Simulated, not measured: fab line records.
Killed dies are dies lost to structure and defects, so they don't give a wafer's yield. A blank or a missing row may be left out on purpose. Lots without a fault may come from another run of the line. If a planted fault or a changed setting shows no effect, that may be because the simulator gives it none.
fab line records | flow n5-finfet
[record] lots = 10 | wafers = 30 | last-day = 19
route steps=1938 shown SD_EPI_N@273 SD_EPI_P@307 PASSIVATION@1936
lots with no fault: from the same line, run without faults
start-h: the number of hours between the record's first day and the start of the first shown wafer of the lot | wait-h: hours from the lot's prior step to this one | " as in the row above | L1.1+2: one row covering several wafers at once | - no value, or no start was given | * or withheld: withheld | < > ~ a bound
route shown NAME@n: NAME is a module with steps in the file, n the number in the route of the first one | usual: mean/standard deviation of fault-free wafers | same: alike in all rows | chamber/n: place in a boat | sites: each site's reading | _std_site: the values' standard deviation | _edge_site: mean of outer sites minus mean of inner sites | radius-mm: for every site, how far away it sits from the centre of the wafer | mask NAME#n: copy n | behind: the tool/chamber that last shaped the wafer | hold: cause of the lot's hold/its duration in hours/its outcome | device: transistor that didn't switch, given as n, p or np | end of line: tests run on the same wafers once the route is complete | for a step that has no rows: nothing shown but its recipe | killed: count of dies lost to structure and defects at first sort (not the wafer's yield) | map: the dies of a wafer, with x for killed, . for not killed, _ for no die there
set.NAME: the run value of the setting; set.NAME@STEP: its run value at that earlier step | model.NAME: the simulator's own value behind a step, which no gauge read
a sample of lots followed through the steps of the route, with each step as a table and each wafer as a row
services: from which hour (start-h, from the record's first day; less than 0 if before it) a tool's chamber was out of use, for how many hours, and why
[[steps]]
[step N5_SD_EPI_N_DESCUM_14]
[recipe] chemistry = O2 | time-s = 7.9 | source-power-w = 50 | bias-power-w = 20 | pressure-mtorr = 20 | rf-frequency-hz = 2.712e+07 | temp-c = 40 | resist = CAR-ArF-block | o2-flow-sccm = 225
[usual] drypump-motor-current-A = 5.54/0.28 | oes-product-au = 0.77/0.1 | rf-fwd-power-W = 49.41/0.23 | rf-vpp-V = 243.0/1.4 | showerhead-plenum-p-Torr = 2.09/0.08 | throttle-valve-pct = 20.37/0.2
lot.wafer | tool        | chamber | start-h | wait-h | drypump-motor-current-A | oes-product-au | rf-fwd-power-W | rf-hours-counter-h | rf-vpp-V | showerhead-plenum-p-Torr | throttle-valve-pct
L634.3    | rie-diel-04 | 2       | 64.24   | 0.0    | 5.41                    | 0.70           | 49.50          | 210                | 242.1    | 2.07                     | 20.28
L634.4    | "           | 0       | "       | "      | 5.52                    | 0.75           | 49.43          | 178                | 244.4    | 2.09                     | 20.33
L634.5    | "           | 0       | "       | "      | 5.53                    | 0.74           | 49.03          | -                  | 242.5    | 2.09                     | 20.34
L639.4    | rie-diel-01 | 0       | 92.32   | 0.0    | 5.34                    | 0.73           | 49.53          | -                  | 244.3    | 2.16                     | 20.31
L639.5    | "           | 2       | "       | "      | 5.75                    | 0.74           | 49.34          | -                  | 241.4    | 2.00                     | 20.43
L639.6    | "           | 1       | "       | "      | 5.63                    | 0.71           | 49.62          | -                  | 242.2    | 2.00                     | 20.35
L640.1    | rie-diel-01 | 3       | 100.30  | 0.0    | 5.24                    | 1.00           | 49.23          | 0                  | 242.2    | 2.04                     | 20.06
L640.2    | "           | 2       | "       | "      | 5.77                    | 0.74           | 49.72          | 172                | 241.9    | 1.99                     | 20.47
L640.4    | "           | 2       | "       | "      | 5.76                    | 0.74           | 49.57          | -                  | 240.3    | 1.99                     | 20.45
L642.4    | rie-diel-01 | 3       | 110.63  | 0.0    | 5.26                    | 0.97           | 49.51          | 4                  | 241.7    | 2.04                     | 20.06
L642.5    | "           | 0       | "       | "      | 5.32                    | 0.72           | 49.86          | -                  | 243.4    | 2.16                     | 20.33
L642.6    | "           | 3       | "       | "      | 5.23                    | 0.96           | 49.29          | -                  | 243.3    | 2.04                     | 20.05
L648.1    | rie-diel-01 | 0       | 144.97  | 0.0    | 5.31                    | 0.72           | 49.53          | 188                | 245.1    | 2.16                     | 20.33
L648.2    | "           | 2       | "       | "      | 5.79                    | 0.73           | 49.21          | 188                | 240.3    | 1.99                     | 20.48
L648.4    | "           | 3       | "       | "      | 5.26                    | 0.92           | 49.30          | 17                 | 243.7    | 2.03                     | 20.09
L649.2    | rie-diel-04 | 1       | 149.62  | 0.3    | 5.91                    | 0.72           | 49.84          | 196                | 241.1    | 1.98                     | 20.29
L649.4    | "           | 2       | "       | "      | 5.41                    | 0.69           | 49.67          | 237                | 243.4    | 2.06                     | 20.33
L649.5    | "           | 0       | "       | "      | 5.53                    | 0.72           | 49.42          | -                  | 243.0    | 2.08                     | 20.38
L650.1    | rie-diel-03 | 1       | 156.11  | 0.5    | 5.84                    | 0.66           | 49.55          | 229                | 244.0    | 2.16                     | 20.66
L650.2    | "           | 3       | "       | "      | 5.43                    | 0.87           | 49.53          | 45                 | 244.6    | 2.15                     | 20.61
L650.3    | "           | 2       | "       | "      | 4.93                    | 0.95           | 48.93          | 11                 | 245.4    | 2.24                     | 20.46
L651.1    | rie-diel-03 | 2       | 162.64  | 0.1    | 4.90                    | 0.94           | 49.00          | 13                 | 245.7    | 2.24                     | 20.48
L651.2    | "           | 3       | "       | "      | 5.43                    | 0.86           | 49.52          | 48                 | 243.0    | 2.15                     | 20.61
L651.4    | "           | 0       | "       | "      | 5.81                    | 0.98           | 49.31          | 4                  | 245.2    | 2.14                     | 19.82
L652.2    | rie-diel-01 | 0       | 171.57  | 0.0    | 5.32                    | 0.71           | 49.56          | 198                | 243.9    | 2.15                     | 20.34
L652.3    | "           | 1       | "       | "      | 5.63                    | 0.70           | 49.31          | 215                | 241.7    | 1.99                     | 20.41
L652.4    | "           | 3       | "       | "      | 5.23                    | 0.90           | 49.08          | 27                 | 242.3    | 2.03                     | 20.09
L653.3    | rie-diel-01 | 0       | 174.64  | 0.0    | 5.34                    | 0.71           | 49.45          | 200                | 245.3    | 2.15                     | 20.36
L653.4    | "           | 3       | "       | "      | 5.26                    | 0.90           | 49.48          | 29                 | 242.0    | 2.03                     | 20.09
L653.5    | "           | 2       | "       | "      | 5.78                    | 0.72           | 49.49          | -                  | 242.2    | 1.98                     | 20.50
[step N5_SD_EPI_P_ETCH_36]
[recipe] chemistry = CF4 | target = SiARC | target-depth-a = 455 | mask-material = CAR-ArF-block | time-s = 75.8 | ion-energy-ev = 80 | pressure-mtorr = 40 | source-w = 545 | bias-w = 36 | Ar_flow_sccm = 100 | cf4-flow-sccm = 100 | ends = cleared
[usual] drypump-motor-current-A = 6.1/0.48 | etch-rf-on-time-s = 75.7/2.3 | oes-product-au = 0.65/0.051 | rf-fwd-power-W = 538.7/2.1 | rf-vpp-V = 184.1/1.2 | showerhead-plenum-p-Torr = 2.13/0.066 | throttle-valve-pct = 15.66/0.18
lot.wafer | tool        | chamber | start-h | wait-h | drypump-motor-current-A | etch-rf-on-time-s | oes-product-au | rf-fwd-power-W | rf-hours-counter-h | rf-vpp-V | showerhead-plenum-p-Torr | throttle-valve-pct
L634.3    | rie-diel-06 | 2       | 69.07   | 0.0    | 6.7                     | 75.5              | 0.63           | 540.2          | 185                | 181.9    | 2.06                     | 15.84
L634.4    | "           | 3       | "       | "      | 5.6                     | 73.6              | 0.64           | 539.4          | 135                | 184.2    | 2.24                     | 15.74
L634.5    | "           | 2       | "       | "      | 6.7                     | 75.7              | 0.63           | 538.3          | -                  | 183.0    | 2.06                     | 15.84
L639.4    | rie-diel-06 | 2       | 96.82   | 0.0    | 6.7                     | 75.3              | 0.62           | 537.9          | 196                | 183.0    | 2.06                     | 15.87
L639.5    | "           | 2       | "       | "      | 6.7                     | 75.3              | 0.62           | 540.5          | -                  | 183.0    | 2.06                     | 15.87
L639.6    | "           | 1       | "       | "      | 5.8                     | 78.5              | 0.65           | 537.7          | -                  | 184.2    | 2.06                     | 15.32
L640.1    | rie-diel-02 | 3       | 104.79  | 0.0    | 6.6                     | 75.9              | 0.69           | 542.8          | 89                 | 183.4    | 2.06                     | 15.64
L640.2    | "           | 2       | "       | "      | 5.8                     | 73.0              | 0.62           | 535.5          | 192                | 184.2    | 2.12                     | 15.71
L640.4    | "           | 0       | "       | "      | 6.6                     | 75.2              | 0.65           | 536.8          | -                  | 184.6    | 2.14                     | 15.76
L642.4    | rie-diel-05 | 3       | 115.29  | 0.0    | 5.2                     | 74.3              | 0.64           | 538.4          | 171                | 184.1    | 2.15                     | 15.69
L642.5    | "           | 0       | "       | "      | 6.0                     | 73.5              | 0.60           | 537.9          | -                  | 185.1    | 2.20                     | 15.65
L642.6    | "           | 1       | "       | "      | 5.7                     | 79.5              | 0.60           | 538.6          | -                  | 183.0    | 2.05                     | 15.87
L648.1    | rie-diel-06 | 3       | 149.31  | 0.0    | 5.5                     | 73.2              | 0.64           | 541.8          | 158                | 185.2    | 2.23                     | 15.78
L648.2    | "           | 2       | "       | "      | 6.7                     | 74.9              | 0.62           | 540.7          | 208                | 183.2    | 2.05                     | 15.88
L648.4    | "           | 0       | "       | "      | 6.4                     | 74.5              | 0.79           | 538.9          | 24                 | 183.9    | 2.20                     | 15.34
L649.2    | rie-diel-06 | 0       | 154.63  | 0.0    | 6.5                     | 74.4              | 0.79           | 539.6          | 25                 | 183.6    | 2.20                     | 15.34
L649.4    | "           | 3       | "       | "      | 5.5                     | 73.1              | 0.63           | 541.8          | 160                | 185.1    | 2.23                     | 15.80
L649.5    | "           | 0       | "       | "      | 6.4                     | 74.8              | 0.78           | 541.7          | -                  | 184.0    | 2.20                     | 15.32
L650.1    | rie-diel-02 | 2       | 160.58  | 0.0    | 5.8                     | 72.7              | 0.61           | 539.1          | 207                | 184.0    | 2.12                     | 15.74
L650.2    | "           | 1       | "       | "      | 5.7                     | 80.2              | 0.61           | 542.2          | 166                | 185.4    | 2.22                     | 15.63
L650.3    | "           | 3       | "       | "      | 6.5                     | 75.9              | 0.68           | 541.5          | 105                | 182.2    | 2.06                     | 15.68
L651.1    | rie-diel-06 | 0       | 167.12  | 0.0    | 6.4                     | 74.9              | 0.77           | 538.4          | 28                 | 185.6    | 2.20                     | 15.34
L651.2    | "           | 3       | "       | "      | 5.6                     | 72.9              | 0.64           | 538.4          | 163                | 185.4    | 2.23                     | 15.79
L651.4    | "           | 1       | "       | "      | 5.8                     | 79.0              | 0.65           | 537.2          | 142                | 182.0    | 2.06                     | 15.35
L652.2    | rie-diel-02 | 2       | 176.04  | 0.0    | 5.9                     | 73.4              | 0.60           | 537.2          | 212                | 184.2    | 2.11                     | 15.74
L652.3    | "           | 3       | "       | "      | 6.5                     | 76.1              | 0.68           | 538.1          | 109                | 183.2    | 2.06                     | 15.68
L652.4    | "           | 0       | "       | "      | 6.5                     | 76.4              | 0.63           | 533.5          | 150                | 185.0    | 2.13                     | 15.80
L653.3    | rie-diel-06 | 2       | 179.13  | 0.0    | 6.7                     | 75.3              | 0.61           | 538.6          | 217                | 182.7    | 2.05                     | 15.91
L653.4    | "           | 3       | "       | "      | 5.6                     | 73.5              | 0.62           | 539.4          | 167                | 186.5    | 2.23                     | 15.81
L653.5    | "           | 0       | "       | "      | 6.4                     | 74.9              | 0.77           | 537.9          | -                  | 184.9    | 2.19                     | 15.36
[step N5_SD_EPI_P_SD_RECESS_17]
[recipe] chemistry = HBr/Cl2/O2 | target-depth-a = 391 | bt-time-s = 3 | pressure-mtorr = 10 | icp-w = 800 | bias-w = 112 | HBr_flow_sccm = 150 | Cl2_flow_sccm = 80 | O2_flow_sccm = 12
[usual] HBr_flow_sccm = 150.0/0.47 | drypump-motor-current-A = 5.5/0.53 | oes-product-au = 1.004/0.014 | rf-fwd-power-W = 795.2/2.5 | throttle-valve-pct = 37.11/0.3
lot.wafer | tool      | chamber | start-h | wait-h | HBr_flow_sccm | drypump-motor-current-A | oes-product-au | rf-fwd-power-W | rf-hours-counter-h | throttle-valve-pct
L634.3    | rie-si-04 | 3       | 69.72   | 0.0    | 150.7         | 5.6                     | 0.993          | 801.5          | 165                | 36.89
L634.4    | "         | 0       | "       | "      | 149.9         | 5.4                     | 1.011          | 795.6          | 12                 | 37.29
L634.5    | "         | 1       | "       | "      | 149.7         | 4.7                     | 1.003          | 797.3          | -                  | 36.87
L639.4    | rie-si-03 | 1       | 97.50   | 0.1    | 150.2         | 6.8                     | 1.005          | 798.0          | -                  | 36.93
L639.5    | "         | 2       | "       | "      | 149.5         | 5.6                     | 1.013          | 792.9          | -                  | 36.89
L639.6    | "         | 3       | "       | "      | 149.8         | 5.5                     | 0.981          | 793.6          | -                  | 37.57
L640.1    | rie-si-03 | 2       | 105.44  | 0.0    | 149.4         | 5.6                     | 1.096          | 788.9          | 10                 | 36.86
L640.2    | "         | 1       | "       | "      | 150.7         | 6.8                     | 0.995          | 797.8          | 21                 | 36.92
L640.4    | "         | 2       | "       | "      | 150.0         | 5.6                     | 1.020          | 791.8          | -                  | 36.90
L642.4    | rie-si-03 | 2       | 115.94  | 0.0    | 150.4         | 5.6                     | 1.027          | 793.2          | 10                 | 36.88
L642.5    | "         | 1       | "       | "      | 149.8         | 6.8                     | 1.067          | 795.5          | -                  | 36.88
L642.6    | "         | 0       | "       | "      | 149.7         | 6.2                     | 1.002          | 790.9          | -                  | 37.39
L648.1    | rie-si-01 | 2       | 149.96  | 0.0    | 150.0         | 5.1                     | 0.999          | 795.1          | 177                | 37.82
L648.2    | "         | 0       | "       | "      | 150.1         | 5.4                     | 1.035          | 791.1          | 72                 | 37.04
L648.4    | "         | 3       | "       | "      | 149.6         | 4.7                     | 1.013          | 795.8          | 190                | 37.33
L649.2    | rie-si-01 | 3       | 155.28  | 0.0    | 150.0         | 4.8                     | 1.010          | 795.8          | 191                | 37.35
L649.4    | "         | 2       | "       | "      | 150.0         | 5.1                     | 1.001          | 793.7          | 177                | 37.82
L649.5    | "         | 1       | "       | "      | 150.0         | 6.0                     | 0.992          | 794.1          | -                  | 36.85
L650.1    | rie-si-04 | 2       | 161.24  | 0.0    | 149.1         | 5.8                     | 0.995          | 794.8          | 149                | 36.86
L650.2    | "         | 1       | "       | "      | 150.0         | 4.8                     | 0.995          | 792.5          | 41                 | 36.89
L650.3    | "         | 0       | "       | "      | 149.6         | 5.5                     | 1.015          | 792.1          | 14                 | 37.27
L651.1    | rie-si-01 | 0       | 167.77  | 0.0    | 149.5         | 5.4                     | 1.032          | 796.4          | 72                 | 37.05
L651.2    | "         | 3       | "       | "      | 151.2         | 4.7                     | 1.014          | 795.4          | 191                | 37.33
L651.4    | "         | 2       | "       | "      | 151.0         | 5.1                     | 0.993          | 794.6          | 178                | 37.81
L652.2    | rie-si-01 | 3       | 176.70  | 0.0    | 150.3         | 4.7                     | 1.015          | 793.4          | 191                | 37.32
L652.3    | "         | 1       | "       | "      | 149.5         | 6.0                     | 0.995          | 794.2          | 173                | 36.85
L652.4    | "         | 0       | "       | "      | 150.1         | 5.4                     | 1.034          | 799.4          | 72                 | 37.03
L653.3    | rie-si-01 | 2       | 179.78  | 0.0    | 150.1         | 5.1                     | 1.004          | 798.3          | 178                | 37.82
L653.4    | "         | 3       | "       | "      | 149.7         | 4.7                     | 1.013          | 797.4          | 191                | 37.33
L653.5    | "         | 3       | "       | "      | 150.1         | 4.7                     | 1.014          | 795.0          | -                  | 37.33
[step N5_SD_EPI_P_EPI_MEAS_23]
[recipe] mode = xrd
[usual] thk-nm = 60.9/1.3
lot.wafer | tool          | chamber | start-h | wait-h | thk-nm
L634.3    | film-metro-02 | -       | 73.42   | 1.5    | 61.3
L634.4    | "             | -       | "       | "      | 61.3
L634.5    | "             | -       | "       | "      | 60.4
L639.4    | film-metro-02 | -       | 100.34  | 0.8    | 59.5
L639.5    | "             | -       | "       | "      | 60.0
L639.6    | "             | -       | "       | "      | 64.1
L640.1    | film-metro-02 | -       | 108.30  | 1.8    | 62.1
L640.2    | "             | -       | "       | "      | 59.6
L640.4    | "             | -       | "       | "      | 61.7
L642.4    | film-metro-01 | -       | 118.81  | 0.8    | 60.9
L642.5    | "             | -       | "       | "      | 61.6
L642.6    | "             | -       | "       | "      | 60.5
L648.1    | film-metro-02 | -       | 152.82  | 1.8    | 60.1
L648.2    | "             | -       | "       | "      | 60.9
L648.4    | "             | -       | "       | "      | 61.9
L649.2    | film-metro-01 | -       | 158.14  | 1.5    | 59.5
L649.4    | "             | -       | "       | "      | 59.4
L649.5    | "             | -       | "       | "      | 61.7
L650.1    | film-metro-02 | -       | 164.09  | 1.8    | 60.5
L650.2    | "             | -       | "       | "      | 61.1
L650.3    | "             | -       | "       | "      | 58.6
L651.1    | film-metro-01 | -       | 170.63  | 1.8    | 60.4
L651.2    | "             | -       | "       | "      | 59.3
L651.4    | "             | -       | "       | "      | 61.1
L652.2    | film-metro-01 | -       | 180.41  | 2.0    | 60.0
L652.3    | "             | -       | "       | "      | 61.4
L652.4    | "             | -       | "       | "      | 61.8
L653.3    | film-metro-02 | -       | 183.48  | 1.5    | 61.3
L653.4    | "             | -       | "       | "      | 60.7
L653.5    | "             | -       | "       | "      | 61.2
[step N5_PASSIVATION_PROBE_49]
[usual] killed_at_M0_to_M3 = 33/11 | killed_at_M4_up = 15/6.2 | killed-at-contacts = 13/6.5 | killed-at-front-end = 38/11 | killed-at-other = 3.4/2.6 | killed-dies = 102/17 | killed-open = 67/12 | killed-short = 34/7.9
[same] gross-dies = 1180 | killed-at-back-side = 0
lot.wafer | tool      | chamber | start-h | wait-h | killed_at_M0_to_M3 | killed_at_M4_up | killed-at-contacts | killed-at-front-end | killed-at-other | killed-dies | killed-open | killed-short
L648.1    | prober-01 | -       | 369.30  | 0.0    | 21                 | 17              | 3                  | 41                  | 0               | 82          | 45          | 34
L648.2    | prober-01 | -       | 369.35  | 0.1    | 34                 | 10              | 9                  | 48                  | 3               | 104         | 65          | 37
L648.4    | prober-01 | -       | 369.45  | 0.2    | 23                 | 16              | 11                 | 63                  | 3               | 116         | 74          | 42
L651.1    | prober-02 | -       | 435.84  | 0.0    | 26                 | 12              | 16                 | 42                  | 4               | 100         | 72          | 28
L651.2    | prober-02 | -       | 435.89  | 0.1    | 39                 | 10              | 19                 | 55                  | 5               | 128         | 73          | 45
L651.4    | prober-02 | -       | 435.99  | 0.2    | 33                 | 5               | 17                 | 44                  | 1               | 100         | 63          | 31
// killed by level:class
L648.1 FIN_SAQP:geometric-particle:short=6 BEOL_M3:geometric-particle:open=6 STI_FIN_REVEAL:geometric-particle:open=5 FIN_SAQP:geometric-particle:open=4 STI_FIN_REVEAL:geometric-particle:short=4 ILD0:geometric-particle:short=4 BEOL_M0_SAQP:geometric-particle:short=4 BEOL_M6:geometric-particle:open=4
L648.2 STI_FIN_REVEAL:geometric-particle:open=14 BEOL_M0_SAQP:geometric-particle:open=11 BEOL_M0_SAQP:geometric-particle:short=9 MOL_CONTACT_COAG:geometric-particle:open=8 GATE_CUT:geometric-particle:short=6 GATE_CUT:geometric-particle:open=5 FIN_SAQP:geometric-particle:short=4 DUMMY_GATE:geometric-particle:open=4
L648.4 FIN_SAQP:geometric-particle:open=11 FIN_SAQP:geometric-particle:short=10 GATE_CUT:geometric-particle:short=10 BEOL_M3:geometric-particle:open=9 MOL_CONTACT_COAG:geometric-particle:open=9 DUMMY_GATE:geometric-particle:open=8 BEOL_M4:geometric-particle:open=7 STI_FIN_REVEAL:geometric-particle:open=6
L651.1 FIN_SAQP:geometric-particle:open=13 MOL_CONTACT_COAG:geometric-particle:open=11 BEOL_M2:geometric-particle:open=10 BEOL_M4:geometric-particle:open=6 FIN_SAQP:geometric-particle:short=5 GATE_CUT:geometric-particle:short=5 GATE_CUT:geometric-particle:open=5 MOL_CONTACT_COAG:geometric-particle:short=5
L651.2 MOL_CONTACT_COAG:geometric-particle:open=16 FIN_SAQP:geometric-particle:short=13 FIN_SAQP:geometric-particle:open=9 GATE_CUT:geometric-particle:short=9 BEOL_M2:geometric-particle:open=9 BEOL_M3:geometric-particle:open=8 HKMG_FIN:area-etch=8 BEOL_M1:geometric-particle:open=7
L651.4 MOL_CONTACT_COAG:geometric-particle:open=14 FIN_SAQP:geometric-particle:open=9 BEOL_M2:geometric-particle:open=7 STI_FIN_REVEAL:geometric-particle:open=6 BEOL_M0_SAQP:geometric-particle:short=6 FIN_SAQP:geometric-particle:short=5 BEOL_M0_SAQP:geometric-particle:open=5 BEOL_M0:geometric-particle:open=5
[[services]]
tool        | chamber | start-h | hours | kind
rie-si-03   | -       | 44.43   | 0.6   | repair
rie-diel-04 | -       | 48.86   | 2.8   | pm
rie-diel-06 | 0       | 51.53   | -     | clean
rie-diel-06 | 0       | 51.53   | -     | consumable-replace:focus-ring
rie-diel-06 | 0       | 51.53   | 14.0  | scheduled-down
rie-diel-06 | 0       | 51.53   | 14.0  | vent-cycle
rie-diel-05 | -       | 51.87   | 28.1  | pm
rie-diel-02 | 0       | 52.41   | 13.2  | repair
rie-diel-04 | 0       | 55.90   | 3.5   | repair
rie-diel-01 | -       | 59.04   | 2.4   | repair
rie-diel-01 | 3       | 71.90   | 8.0   | repair
rie-diel-01 | 3       | 84.55   | -     | clean
rie-diel-01 | 3       | 84.55   | -     | consumable-replace:focus-ring
rie-diel-01 | 3       | 84.55   | 14.8  | scheduled-down
rie-diel-01 | 3       | 84.55   | 14.8  | vent-cycle
rie-diel-02 | 1       | 93.14   | 16.4  | repair
rie-si-03   | 0       | 96.08   | 10.2  | repair
rie-diel-01 | 1       | 97.91   | 3.7   | repair
rie-diel-01 | 0       | 130.07  | 9.3   | repair
rie-diel-01 | -       | 130.59  | 0.9   | repair
rie-si-03   | 2       | 144.22  | 29.4  | repair
rie-si-03   | -       | 148.63  | 11.8  | repair
rie-diel-03 | -       | 149.57  | 2.8   | pm
rie-diel-04 | 0       | 165.31  | 3.0   | repair
[[key]]
[first-sign] step = N5_SD_EPI_P_SD_RECESS_17 | reading = oes-product-au | direction = up | sigmas = 5.6 | usual = 1.004 | struck = 1.082
effect none on later readings
met-at N5_SD_EPI_P_SD_RECESS_17
struck-lots L640,L642
struck-wafers L640.1,L642.5
tester-left-out L640,L642
not-acting-at N5_SD_EPI_N_DESCUM_14,N5_SD_EPI_P_ETCH_36,N5_SD_EPI_P_EPI_MEAS_23
onset-between 97.50 105.44
[fault] kind = process-parameter-drift | tool = rie-si-03 | chamber = - | onset-h = 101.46 | steps = N5_SD_EPI_P_SD_RECESS_17 | channel = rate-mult | offset = 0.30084 | shape = step | end-h = 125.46 | scope = struck-wafers-only
// tester-left-out: of these lots the tester's yield and bins aren't shown, on N5 and GAA mostly nor the transistor test; their killed dies are dies lost to structure and defects alone, not to doping, threshold or leakage, so they don't give the yield
